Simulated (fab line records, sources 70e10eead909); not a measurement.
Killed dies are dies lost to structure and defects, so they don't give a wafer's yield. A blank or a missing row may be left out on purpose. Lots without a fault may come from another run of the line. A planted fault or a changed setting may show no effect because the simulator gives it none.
A struck lot beside a sound one | flow nand_harc | 41 steps out of a route of 1302
Sound: wafers L284.2, L284.3, L284.4. Struck: wafer L287.3. (L287.4, L287.5 of the same lot were not struck and are left out.) The cause comes at the end.
At each step with rows: each side's tool, then ch and its chambers, then its first start. Under that, the readings that differ: sound wafers | struck wafers | difference of the means | sigmas: that difference in standard deviations of wafers without a fault.
alike: readings whose means differ by less than 2 such deviations, and words and numbers that are the same on both sides. not compared: withheld readings, readings that some wafer has no value for, bounds like >300 that may hide the same value, and numbers for which the record gives no deviation and whose values overlap.
The two part at a step that has a row with sigmas, a row that says differs or no value, or rows on one side only. Numbers that don't overlap but have no deviation are shown without sigmas and don't part them. A reading that every wafer of one side lacks parts them only if that side has two wafers or more.

NHARC_A_M1_INSPECT_11:
  sound on defect_inspect-02, day 25 11:53; struck on defect_inspect-01, day 25 23:07
  reading          | sound    | struck | difference | sigmas
  raw_defect_count | 21 25 39 | 116    | +88        | +2
then, 2 steps without rows for these wafers: NHARC_A_M1_DESCUM_14 (chemistry O2, time 3 s); NHARC_A_M1_ETCH_35 (etches the open film in N2/H2, target depth 40 nm, overetch 12 nm, time 43.94 s).
NHARC_A_M1_ETCH_15: etches the open film in C4F8/Ar, target depth 182.5 nm, time 91.2 s.
  sound on rie_diel-11 ch 0,1,2; struck on rie_diel-05 ch 0
  reading                | sound       | struck | difference | sigmas
  rf_hours_counter_h (h) | 4.2 4.3 3.3 | 0.2    | -3.7       |
  alike: oes_product_au, rf_vpp_V
NHARC_A_M1_CD_MEAS_16:
  sound on cd_sem-02, day 25 12:43; struck on cd_sem-03, day 25 23:30
  alike: cd_nm
then, 1 step without rows for these wafers: NHARC_A_M1_STRIP_18 (strips in N2/H2).
NHARC_A_M1_ETCH_28: etches the open film in CF4/N2, target depth 30 nm, time 72.99 s.
  sound on rie_diel-08 ch 1,2,3; struck on rie_diel-08 ch 1
  reading      | sound             | struck | difference | sigmas
  rf_vpp_V (V) | 316.5 314.0 315.3 | 310.9  | -4.4       | -2
  alike: drypump_motor_current_A, oes_product_au, showerhead_plenum_p_Torr, throttle_valve_pct
  not compared: rf_hours_counter_h
then, 5 steps without rows for these wafers: NHARC_A_M1_STRIP_19 (strips in post etch residue remover, time 600 s); NHARC_A_M1_DEGAS_29 (time 60 s); NHARC_A_M1_PRE_CLEAN_30 (time 30 s); NHARC_A_M1_PVD_20 (deposits TaN, target thk 5 nm, time 8.06 s); NHARC_A_M1_PVD_21 (deposits Cu, target thk 30 nm, time 20.49 s).
NHARC_A_M1_ECD_22: material Cu, target thk 400 nm.
  sound on ecd_cu-01 ch 0,1, day 25 13:54; struck on ecd_cu-01 ch 0,1, day 26 00:40
then, 2 steps without rows for these wafers: NHARC_A_M1_ANNEAL_31 (time 90 s); NHARC_A_M1_CMP_23 (polishes, t overpolish 20 s, target thk 154.34 nm).
NHARC_A_M1_THK_MEAS_24: measures by xrf.
  sound on film_metro-01, day 25 15:00; struck on film_metro-02, day 26 01:37
  alike: thk_nm
then, 4 steps without rows for these wafers: NHARC_A_M1_SRD_25; NHARC_A_M1_PRE_CLEAN_32 (time 12 s); NHARC_A_M1_DEP_33 (deposits SiCN, target thk 30 nm); NHARC_A_BONDPAD_DEP_00 (deposits SiCN, target thk 250 nm).
NHARC_A_BONDPAD_CMP_29: polishes SiCN, target thk 200 nm.
  sound on cmp-03 ch 0,2,3, day 25 16:26; struck on cmp-03 ch 0, day 26 02:54
  alike: edge_zone_pressure_frac, motor_current_A
NHARC_A_BONDPAD_THK_MEAS_30: measures by ellipsometry.
  sound on film_metro-01, day 25 16:41; struck on film_metro-01, day 26 03:08
  alike: thk_nm
then, 10 steps without rows for these wafers: NHARC_A_BONDPAD_SRD_31; NHARC_A_BONDPAD_DEHYDRATE_01 (time 120 s); NHARC_A_BONDPAD_HMDS_02 (time 30 s); NHARC_A_BONDPAD_COAT_33 (time 65 s); NHARC_A_BONDPAD_COAT_03 (resist thk 600 nm); NHARC_A_BONDPAD_SOFTBAKE_04 (time 70 s); NHARC_A_BONDPAD_EBR_05; NHARC_A_BONDPAD_EXPOSE_06 (exposes mask A BPAD); NHARC_A_BONDPAD_PEB_07 (peb time 80 s); NHARC_A_BONDPAD_DEVELOP_08 (time 50 s).
NHARC_A_BONDPAD_CD_MEAS_09: target cd 500 nm.
  sound on cd_sem-02 ch 0, day 25 17:07; struck on cd_sem-03 ch 0, day 26 03:42
  alike: cd_nm
NHARC_A_BONDPAD_OVL_MEAS_35:
  sound on overlay-01, day 25 17:12; struck on overlay-02, day 26 03:47
  alike: overlay_x_nm, overlay_y_nm
then, 2 steps without rows for these wafers: NHARC_A_BONDPAD_HARDBAKE_10 (time 65 s); NHARC_A_BONDPAD_DESCUM_11 (chemistry O2, time 3 s).
NHARC_A_BONDPAD_ETCH_34: etches the open film in N2/H2, target depth 60 nm, overetch 18 nm, time 65.91 s.
  sound on rie_diel-07 ch 0,1,3, day 25 17:25; struck on rie_diel-07 ch 1, day 26 04:01
  alike: drypump_motor_current_A, oes_product_au, rf_vpp_V, showerhead_plenum_p_Torr, throttle_valve_pct
  not compared: rf_hours_counter_h
NHARC_A_BONDPAD_ETCH_12: etches the open film in CHF3/O2, target depth 220 nm, time 110 s.
  sound on rie_diel-07 ch 0,2,3; struck on rie_diel-07 ch 2
  alike: drypump_motor_current_A, oes_product_au, rf_vpp_V, showerhead_plenum_p_Torr, throttle_valve_pct
  not compared: rf_hours_counter_h
NHARC_A_BONDPAD_CD_MEAS_13:
  sound on cd_sem-01, day 25 17:39; struck on cd_sem-01, day 26 04:16
  alike: cd_nm
then, 1 step without rows for these wafers: NHARC_A_BONDPAD_STRIP_15 (strips in O2).
NHARC_END_SORT_01:
  sound on prober-02 ch 0, day 27 00:46; struck on prober-01 ch 0, day 27 17:11
  reading                  | sound          | struck | difference | sigmas
  defect_limited_yield (%) | 96.2 94.7 93.6 | 17.1   | -77.7      | -29
  killed_at_array          | 19 26 33       | 559    | +533       | +30
  killed_at_other          | 3 2 3          | 0      | -3         | -2
  killed_dies              | 26 36 43       | 561    | +526       | +29
  killed_open              | 5 7 3          | 1      | -4         | -3
  sort_bin_2_pct (%)       | 1.3 1.3 3.0    | 37.7   | +35.8      | +30
  sort_bin_3_pct (%)       | 0.3 0.4 0.1    | 9.7    | +9.4       | +25
  sort_bin_4_pct (%)       | 2.2 3.5 3.2    | 35.5   | +32.5      | +22
  sort_n_pass              | 651 641 634    | 116    | -526       | -29
  sort_rim_yield_pct (%)   | 95 97 87       | 14     | -79        | -18
  sort_yield_pct (%)       | 96.2 94.7 93.6 | 17.1   | -77.7      | -29
  alike: killed_at_periphery, killed_short

WHERE THEY PART
First at NHARC_A_M1_INSPECT_11; last, within this record, at NHARC_END_SORT_01.

WHY: what the simulator had put in
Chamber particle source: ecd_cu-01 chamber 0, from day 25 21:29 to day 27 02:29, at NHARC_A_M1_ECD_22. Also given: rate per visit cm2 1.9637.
